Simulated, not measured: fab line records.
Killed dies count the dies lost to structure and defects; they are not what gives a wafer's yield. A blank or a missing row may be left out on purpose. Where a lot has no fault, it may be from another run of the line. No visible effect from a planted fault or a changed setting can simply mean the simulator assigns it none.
A struck lot beside a sound one || flow nand harc || 14 steps out of a route of 1159
Sound: these wafers, L916.3, L916.4, L916.6. Wafers struck: L927.1, L927.4, L927.5. Last of all comes the cause.
Per side, at each step with rows, come the tool, then ch with its chambers, and then its first start. Under that, the readings that differ: sound wafers || struck wafers || difference of the means || sigmas: that difference in standard deviations of wafers without a fault.
alike: a reading whose means differ by less than 2 such deviations, as well as words and numbers matching on both sides. not compared: withheld readings; readings where some wafer has no value; bounds like >300 that might hide an equal value; numbers whose values overlap and for which the record gives no deviation.
A row with sigmas, a row that says differs or no value, or rows on one side alone: a step with any of these is where the two part. Numbers that have no deviation but don't overlap get no sigmas and don't part them. A reading that every wafer of one side lacks parts them only if that side has two wafers or more.

first, 9 steps without rows for these wafers: NHARC_P_ZERO_WELL_STRIP_28 (strips in SPM, time 840 s); NHARC_P_ZERO_WELL_DEHYDRATE_29 (time 120 s); NHARC_P_ZERO_WELL_HMDS_30 (time 30 s); NHARC_P_ZERO_WELL_COAT_31; NHARC_P_ZERO_WELL_SOFTBAKE_32 (time 95 s); NHARC_P_ZERO_WELL_EBR_33; NHARC_P_ZERO_WELL_EXPOSE_34 (exposes mask P PWELL, target cd 720 nm); NHARC_P_ZERO_WELL_PEB_35 (peb time 85 s); NHARC_P_ZERO_WELL_DEVELOP_36 (time 70 s).
NHARC_P_ZERO_WELL_CD_MEAS_37 targets a cd of 720 nm.
  sound on cd sem-02 ch 0, day 2 22:15; struck on cd sem-02 ch 0, day 5 16:08
  alike: cd nm
then, 1 step without rows for these wafers: NHARC_P_ZERO_WELL_HARDBAKE_38 (time 80 s).
NHARC_P_ZERO_WELL_DESCUM_39: chemistry O2, time 3 s.
  sound on rie diel-07 ch 0,1, day 2 22:25; struck on rie diel-06 ch 0,3, day 5 16:17
  alike: chamber pressure mTorr, drypump motor current A, oes product au, rf vpp V, showerhead plenum p Torr, throttle valve pct
  not compared: rf hours counter h
NHARC_P_ZERO_WELL_IMPLANT_40:
  sound on implanter-02 ch 0, day 2 22:37; struck on implanter-02 ch 0, day 5 16:26
{"reading": "dose ions cm2", "sound": "1.0015e+13 1.0018e+13 1.0019e+13", "struck": "5.913e+12 5.92e+12 5.929e+12", "difference": -4.097e+12, "sigmas": "-99 or more"}
{"reading": "faraday current uA", "sound": "125.2 125.2 125.5", "struck": "75.8 76.5 74.9", "difference": -49.6, "sigmas": -21}
next, for these wafers, 1 step has no rows: NHARC_P_ZERO_WELL_IMPLANT_59.

## WHERE THEY PART
Within this record, at NHARC_P_ZERO_WELL_IMPLANT_40 only.

WHY: the cause the simulator had injected
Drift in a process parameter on implanter-02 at NHARC_P_ZERO_WELL_IMPLANT_40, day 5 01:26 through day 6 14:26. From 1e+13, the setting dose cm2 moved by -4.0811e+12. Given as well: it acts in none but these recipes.
